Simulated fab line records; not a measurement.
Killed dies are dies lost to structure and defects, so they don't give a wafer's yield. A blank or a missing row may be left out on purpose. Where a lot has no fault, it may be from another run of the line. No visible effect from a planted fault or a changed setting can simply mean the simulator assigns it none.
Lot-split experiment :: flow n5-finfet :: 21 wafers read from 7 lots, route of 1938 steps

SPLIT DETAILS
At N5_BEOL_M5_EXPOSE_25 (exposes mask V4, defocus 10 nm), the setting dose-mj was moved away from the recipe's 52.75 on 5 of the 21 wafers read, by -3.8% to +4.8%. All remaining wafers had this setting at the recipe value.

FROM THE SPLIT TO THE READING: what the file shows between them, 5 steps
- N5_BEOL_M5_PEB_26: peb time 60 s
- N5_BEOL_M5_DEVELOP_27: develop time 30 s
- N5_BEOL_M5_DESCUM_33: chemistry O2, time 7 s
- N5_BEOL_M5_ETCH_75: etches underlayer in N2/H2, target depth 6.5 nm, time 5.2 s
- N5_BEOL_M5_ETCH_67: etches SiARC in CF4, target depth 15.6 nm, time 26 s

THE READING
BEOL_M5.cd-nm (the simulator's own value, which no gauge read), in nm, at N5_BEOL_M5_ETCH_68 (etches SOC in N2/H2, target depth 80 nm, overetch 16 nm, time 120 s). The file does not state a usual value for it. Here, 16 wafers ran the recipe; their average is 28.0 nm with a standard deviation of 0.31 nm.

wafer: L075.1
tool, chamber at the split: euv-scanner-01, 0
dose-mj as run: 52.75
against the recipe: recipe
BEOL_M5.cd-nm, nm: 27.8
against lot-mates on the recipe: -

wafer: L075.4
tool, chamber at the split: euv-scanner-01, 0
dose-mj as run: 52.75
against the recipe: recipe
BEOL_M5.cd-nm, nm: 28.2
against lot-mates on the recipe: -

wafer: L075.6
tool, chamber at the split: euv-scanner-01, 0
dose-mj as run: 52.75
against the recipe: recipe
BEOL_M5.cd-nm, nm: 27.8
against lot-mates on the recipe: -

wafer: L079.1
tool, chamber at the split: euv-scanner-02, 0
dose-mj as run: 52.75
against the recipe: recipe
BEOL_M5.cd-nm, nm: 28.2
against lot-mates on the recipe: -

wafer: L079.2
tool, chamber at the split: euv-scanner-02, 0
dose-mj as run: 52.75
against the recipe: recipe
BEOL_M5.cd-nm, nm: 28.2
against lot-mates on the recipe: -

wafer: L079.5
tool, chamber at the split: euv-scanner-02, 0
dose-mj as run: 52.75
against the recipe: recipe
BEOL_M5.cd-nm, nm: 28.2
against lot-mates on the recipe: -

wafer: L084.3
tool, chamber at the split: euv-scanner-02, 0
dose-mj as run: 55.26
against the recipe: +4.8%
BEOL_M5.cd-nm, nm: 29.2
against lot-mates on the recipe: +1.4

wafer: L084.4
tool, chamber at the split: euv-scanner-02, 0
dose-mj as run: 55.26
against the recipe: +4.8%
BEOL_M5.cd-nm, nm: 29.4
against lot-mates on the recipe: +1.6

wafer: L084.6
tool, chamber at the split: euv-scanner-02, 0
dose-mj as run: 52.75
against the recipe: recipe
BEOL_M5.cd-nm, nm: 27.8
against lot-mates on the recipe: -

wafer: L085.2
tool, chamber at the split: euv-scanner-02, 0
dose-mj as run: 52.75
against the recipe: recipe
BEOL_M5.cd-nm, nm: 28.2
against lot-mates on the recipe: -

wafer: L085.5
tool, chamber at the split: euv-scanner-02, 0
dose-mj as run: 52.75
against the recipe: recipe
BEOL_M5.cd-nm, nm: 28.2
against lot-mates on the recipe: -

wafer: L085.6
tool, chamber at the split: euv-scanner-02, 0
dose-mj as run: 52.75
against the recipe: recipe
BEOL_M5.cd-nm, nm: 28.2
against lot-mates on the recipe: -

wafer: L086.2
tool, chamber at the split: euv-scanner-01, 0
dose-mj as run: 54.39
against the recipe: +3.1%
BEOL_M5.cd-nm, nm: 29.4
against lot-mates on the recipe: +0.8

wafer: L086.3
tool, chamber at the split: euv-scanner-01, 0
dose-mj as run: 54.39
against the recipe: +3.1%
BEOL_M5.cd-nm, nm: 29
against lot-mates on the recipe: +0.4

wafer: L086.5
tool, chamber at the split: euv-scanner-01, 0
dose-mj as run: 52.75
against the recipe: recipe
BEOL_M5.cd-nm, nm: 28.6
against lot-mates on the recipe: -

wafer: L088.2
tool, chamber at the split: euv-scanner-01, 0
dose-mj as run: 52.75
against the recipe: recipe
BEOL_M5.cd-nm, nm: 28.2
against lot-mates on the recipe: -

wafer: L088.3
tool, chamber at the split: euv-scanner-01, 0
dose-mj as run: 50.72
against the recipe: -3.8%
BEOL_M5.cd-nm, nm: 27
against lot-mates on the recipe: -1.1

wafer: L088.4
tool, chamber at the split: euv-scanner-01, 0
dose-mj as run: 52.75
against the recipe: recipe
BEOL_M5.cd-nm, nm: 28
against lot-mates on the recipe: -

wafer: L090.2
tool, chamber at the split: euv-scanner-01, 0
dose-mj as run: 52.75
against the recipe: recipe
BEOL_M5.cd-nm, nm: 27.8
against lot-mates on the recipe: -

wafer: L090.6
tool, chamber at the split: euv-scanner-01, 0
dose-mj as run: 52.75
against the recipe: recipe
BEOL_M5.cd-nm, nm: 27.8
against lot-mates on the recipe: -

wafer: L090.4
tool, chamber at the split: euv-scanner-01, 0
dose-mj as run: 52.75
against the recipe: recipe
BEOL_M5.cd-nm, nm: 27.2
against lot-mates on the recipe: -

THE FIT
A straight line over all 21 wafers: BEOL_M5.cd-nm changes by +0.292 nm for each +1% of dose-mj; r = +0.88; the points scatter about the line by 0.31 nm.
The same after taking each lot's own level away (the mean of its wafers on the recipe; 21 wafers): +0.282 nm for each +1%; r = +0.95; scatter 0.19 nm.
The reading moves by 1.3 nm for the largest change in dose-mj, on that fit.
Across the lots, their own levels run from 27.60 to 28.60 nm, a range of 3.3 times the standard deviation given above.
So the lot-to-lot level changes the slope little: the two slopes agree.
Check: +1.3 nm against its lot-mates is what the line predicts for one of the wafers moved furthest among these (+4.8%) when that wafer is left out of the fit. Against them it came out at +1.4 nm.

OTHER SPLITS APPLIED TO THESE WAFERS
Other splits were also applied to these wafers ahead of the reading. Each is held against what the fit with the lots' levels taken away leaves over:
other split on the same wafers: N5_BEOL_M2_TRENCH_ETCH_37 time-s
wafers away from the commonest value: 6
r with BEOL_M5.cd-nm (lot level and that fit taken away): -0.13

other split on the same wafers: N5_BEOL_M3_EXPOSE_25 dose-mj
wafers away from the commonest value: 8
r with BEOL_M5.cd-nm (lot level and that fit taken away): -0.37

other split on the same wafers: N5_BEOL_M3_TRENCH_ETCH_37 time-s
wafers away from the commonest value: 4
r with BEOL_M5.cd-nm (lot level and that fit taken away): +0.15

other split on the same wafers: N5_BEOL_M3_ETCH_41 target-depth-a
wafers away from the commonest value: 6
r with BEOL_M5.cd-nm (lot level and that fit taken away): -0.34

other split on the same wafers: N5_BEOL_M5_COAT_66 spin-rpm
wafers away from the commonest value: 9
r with BEOL_M5.cd-nm (lot level and that fit taken away): -0.16

THE WHOLE CHAIN: every reading that the file lists as answering this split, in the file's order
step: N5_BEOL_M5_ETCH_75
what it does: etches underlayer in N2/H2, target depth 6.5 nm, time 5.2 s
reading: BEOL_M5.cd-nm (the simulator's own value, which no gauge read)
change (the file's fit): +0.236 nm for each +1% of the setting
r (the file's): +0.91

step: N5_BEOL_M5_ETCH_67
what it does: etches SiARC in CF4, target depth 15.6 nm, time 26 s
reading: BEOL_M5.cd-nm (the simulator's own value, which no gauge read)
change (the file's fit): +0.266 nm for each +1% of the setting
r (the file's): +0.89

step: N5_BEOL_M5_ETCH_68
what it does: etches SOC in N2/H2, target depth 80 nm, overetch 16 nm, time 120 s
reading: BEOL_M5.cd-nm (the simulator's own value, which no gauge read)
change (the file's fit): +0.281 nm for each +1% of the setting
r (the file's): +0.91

THE FILE'S OWN FIT
BEOL_M5.cd-nm changes by +0.281 nm for each +1% of dose-mj, r = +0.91.
